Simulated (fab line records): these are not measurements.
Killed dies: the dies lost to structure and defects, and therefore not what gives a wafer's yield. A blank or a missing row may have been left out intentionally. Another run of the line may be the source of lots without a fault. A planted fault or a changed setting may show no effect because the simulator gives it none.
Problem report, 8D (eight disciplines) form, completed by code | flow n5Finfet | the parts of the form that need people (team, actions taken, sign-off) are left out

== 1. THE PROBLEM ==
headPressurePsi at N5_ILD0_CMP_03 reads a mean of 4.794 psi on 6 wafers of 2 lots; wafers without a fault read 4.148 psi with a standard deviation of 0.0093. That puts it +69 standard deviations away from the usual mean.
The step: polishes, stops on SiNx, t overpolish 1.9 s, target thk 197.38 nm.
The first sign was on wafer L103.3 at day 6 08:53, on cmp-03. At this step, 30 wafers from 10 lots have a number in the record. Rule for "out" (also "out of limits"): further than 4 standard deviations from the usual mean. The rest of the wafers with a number are treated as sound.

== 2. WHAT IT IS, WHAT IT ISN'T ==
question                    | is                     | is not
which readings at this step | headPressurePsi        | edgeZonePressureFrac, overpolishRunS
which lots                  | L103, L106             | L100, L110, L112, L114, L993, L994, L996, L999
which wafers of those lots  | all that have a number | -
read on which tools         | cmp-03                 | cmp-01, cmp-02
when                        | from day 6 08:53       | up to then (15 sound wafers); but 9 sound wafers of L110, L112, L114 came after

== 3. WHAT RULES OUT EACH SUSPECT ==
Counting: a tool at any process step up to the reading remains a suspect when it ran all the lots that are out and ran no sound lot after the first of those.
- cmp-03 at N5_ILD0_CMP_03 (polishes, stops on SiNx, t overpolish 1.9 s, target thk 197.38 nm): kept. All lots that are out passed through it, beginning with L103 at day 6 08:53, and no sound lot followed; its final sound lot before that point was L100 at day 5 13:12. Its own headPressurePsi readings are out on those wafers.
Remaining after the count: cmp-03 at N5_ILD0_CMP_03.

== 4. THE CAUSE (what the simulator had put in) ==
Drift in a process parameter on cmp-03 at N5_ILD0_CMP_03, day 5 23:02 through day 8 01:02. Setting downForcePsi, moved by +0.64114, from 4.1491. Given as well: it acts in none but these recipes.
After counting, this tool was the only one left.

== 5. THE EFFECT CHAIN, in route order ==
Each row: a reading where the mean over the struck wafers with a number is more than 3 standard deviations away from the usual. Only readings for which the record gives a usual standard deviation are gone through. hours: the time from each lot's start at the first step in this table that gives one to its start at this step, as a median over the lots. sigmas: the change in usual standard deviations.
hours | step           | reading         | usual     | on struck wafers | change | sigmas
0     | N5_ILD0_CMP_03 | headPressurePsi | 4.148 psi | 4.794            | +0.646 | +69
0     | N5_ILD0_CMP_03 | timeToEndpointS | 68.6 s    | 58.1             | -10.4  | -3.9
The process steps in it:
- N5_ILD0_CMP_03: polishes, stops on SiNx, t overpolish 1.9 s, target thk 197.38 nm.
At these later measuring or inspecting steps, every struck wafer for which the step has a row has a number for every such reading, and none has moved that far: N5_SDB_CD_MEAS_11, N5_BEOL_M4_RC_MEAS_101.

== 6. WHAT WOULD HAVE CAUGHT IT SOONER ==
In this record the first reading out of limits was taken at day 6 08:53, 10 hours after the fault began at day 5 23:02.
